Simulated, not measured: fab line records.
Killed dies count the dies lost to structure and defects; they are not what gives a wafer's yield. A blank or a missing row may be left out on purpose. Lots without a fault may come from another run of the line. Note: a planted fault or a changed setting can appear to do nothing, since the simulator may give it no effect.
Chamber matching | flow nandHarc | NHARC_A_CHANNEL_FILL_D1_ALD_16 on aldHk-02 has 4 sister chambers
The step deposits SiO2, target thk 1.5 nm, pulse time 10 s, ald cycles 15. 8 wafers are shown with their chamber, then 8 later ones without.

== WAFERS, EACH WITH ITS CHAMBER ==
wafer  | chamber | heaterPowerW (W) | heaterPowerOuterW (W)
L082.3 | 3       | 549              | 299
L082.5 | 0       | 358              | 202
L090.3 | 2       | 404              | 225
L090.5 | 3       | 534              | 301
L093.1 | 1       | 480              | 280
L093.4 | 0       | 365              | 209
L093.6 | 2       | 402              | 230
L094.1 | 1       | 494              | 276

== WAFERS MISSING THEIR CHAMBER ==
wafer  | heaterPowerW (W) | heaterPowerOuterW (W)
L094.3 | 365              | 213
L094.4 | 527              | 291
L096.2 | 407              | 229
L096.3 | 490              | 280
L096.5 | 497              | 282
L097.2 | 483              | 279
L097.4 | 392              | 230
L097.5 | 536              | 287

== WHICH CHAMBER EACH ONE RAN IN ==
wafer  | from the rows above | in truth
L094.3 | 0                   | 0
L094.4 | 3                   | 3
L096.2 | 2                   | 2
L096.3 | 1                   | 1
L096.5 | 1                   | 1
L097.2 | 1                   | 1
L097.4 | 2                   | 2
L097.5 | 3                   | 3
Correctly placed: 8 of 8. Number that these rows cannot place: 0. Wrongly placed: 0.
How it was worked out, from the rows above alone: a wafer's distance from a chamber is the root of the sum, over the readings, of the square of ((its reading less the chamber's mean) divided by the reading's scatter). If the next closest chamber is less than 2 further off than the closest, the wafer can't be placed; otherwise it belongs to the closest. The mean given for a chamber averages the wafers shown for that chamber. The scatter is the square root of a quotient: the sum, over the shown wafers, of each reading's squared deviation from its chamber's mean, divided by wafers minus chambers.
